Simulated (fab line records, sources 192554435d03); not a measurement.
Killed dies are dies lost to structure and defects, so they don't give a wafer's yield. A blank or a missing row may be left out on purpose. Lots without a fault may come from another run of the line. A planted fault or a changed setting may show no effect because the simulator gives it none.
A struck lot beside a sound one | flow n5_finfet | 37 steps out of a route of 1938
Sound: wafers L469.2, L469.3, L469.6. Struck: wafers L483.1, L483.2, L483.6. The cause comes at the end.
At each step with rows: each side's tool, then ch and its chambers, then its first start. Under that, the readings that differ: sound wafers | struck wafers | difference of the means | sigmas: that difference in standard deviations of wafers without a fault.
alike: readings whose means differ by less than 2 such deviations, and words and numbers that are the same on both sides. not compared: withheld readings, readings that some wafer has no value for, bounds like >300 that may hide the same value, and numbers for which the record gives no deviation and whose values overlap.
The two part at a step that has a row with sigmas, a row that says differs or no value, or rows on one side only. Numbers that don't overlap but have no deviation are shown without sigmas and don't part them. A reading that every wafer of one side lacks parts them only if that side has two wafers or more.

first, 8 steps without rows for these wafers: N5_BEOL_M2_ANNEAL_51 (time 90 s); N5_BEOL_M2_CMP_52 (polishes, stops on SiOC, t overpolish 6.8 s, target thk 40 nm); N5_BEOL_M2_PRE_CLEAN_60 (time 15 s); N5_BEOL_M2_CO_CAP_55 (material Co, precursor CCTBA/H2, target thk 2 nm, time 102.1 s); N5_BEOL_M2_PRE_CLEAN_56 (time 15 s); N5_BEOL_M2_DEP_57 (deposits SiCN from 3MS/NH3, target thk 8 nm, time 14 s); N5_BEOL_M3_ILD_DEP_00 (deposits SiOC from DEMS/O2, target thk 79 nm, time 15.3 s); N5_BEOL_M3_PECVD_72 (deposits SiO2 from TEOS/O2, target thk 16 nm, time 18 s).
N5_BEOL_M3_HM_DEP_02: deposits TiN, target thk 20 nm.
  sound on pvd_sputter-01, day 8 11:12; struck on pvd_sputter-03, day 12 04:12
  alike: throttle_valve_pct
then, 25 steps without rows for these wafers: N5_BEOL_M3_COAT_61 (time 60 s, resist thk 60 nm); N5_BEOL_M3_COAT_62 (time 60 s, resist thk 12 nm); N5_BEOL_M3_COAT_73 (time 60 s, resist thk 5 nm); N5_BEOL_M3_COAT_05 (resist thk 30 nm); N5_BEOL_M3_EBR_07; N5_BEOL_M3_SOFTBAKE_06 (time 60 s); N5_BEOL_M3_EXPOSE_08 (exposes mask M3); N5_BEOL_M3_PEB_09 (peb time 60 s); N5_BEOL_M3_DEVELOP_10 (develop time 30 s); N5_BEOL_M3_DESCUM_16 (chemistry O2, time 7 s); N5_BEOL_M3_ETCH_74 (etches underlayer in N2/H2, target depth 6.5 nm, time 5.2 s); N5_BEOL_M3_ETCH_63 (etches SiARC in CF4, target depth 15.6 nm, time 26 s); N5_BEOL_M3_ETCH_64 (etches SOC in N2/H2, target depth 75 nm, overetch 15 nm, time 112.5 s); N5_BEOL_M3_STRIP_65 (strips in N2/H2); N5_BEOL_M3_STRIP_75 (strips in N2/H2); N5_BEOL_M3_STRIP_66 (strips in CF4); N5_BEOL_M3_HM_OPEN_17 (chemistry Cl2/BCl3, target TiN, target depth 20 nm, overetch 6 nm); N5_BEOL_M3_STRIP_19 (strips in O2); N5_BEOL_M3_COAT_67 (time 60 s, resist thk 60 nm); N5_BEOL_M3_COAT_68 (time 60 s, resist thk 12 nm); N5_BEOL_M3_COAT_76 (time 60 s, resist thk 5 nm); N5_BEOL_M3_COAT_22 (resist thk 30 nm); N5_BEOL_M3_EBR_24; N5_BEOL_M3_SOFTBAKE_23 (time 60 s); N5_BEOL_M3_EXPOSE_25 (exposes mask V2, defocus 5 nm).
N5_BEOL_M3_INSPECT_30: inspects for defects (brightfield).
  sound on defect_inspect-02, day 8 12:40; struck on defect_inspect-02, day 12 05:50
  reading          | sound       | struck      | difference | sigmas
  raw_defect_count | 501 408 373 | 676 583 675 | +217       | +2
N5_BEOL_M4_RC_MEAS_101:
  sound on prober-02 ch 0, day 10 08:08; struck on prober-01 ch 0, day 14 01:17
  alike: DIBL_N, DIBL_P, IOFF_N, IOFF_P, ION_N, ION_P, SS_N, SS_P, VT_N, VT_P
-- the record jumps here: 4 days lie between the struck wafers' starts before and after (it left off in module BEOL_M4 and takes up again in module PASSIVATION, whose first step shown is number 1936 of the route) --
N5_PASSIVATION_PROBE_49:
  the record has rows for the struck wafers here (prober-01, day 18 10:26) and none for the sound ones

WHERE THEY PART
First at N5_BEOL_M3_INSPECT_30; last, within this record, at N5_PASSIVATION_PROBE_49.

WHY: what the simulator had put in
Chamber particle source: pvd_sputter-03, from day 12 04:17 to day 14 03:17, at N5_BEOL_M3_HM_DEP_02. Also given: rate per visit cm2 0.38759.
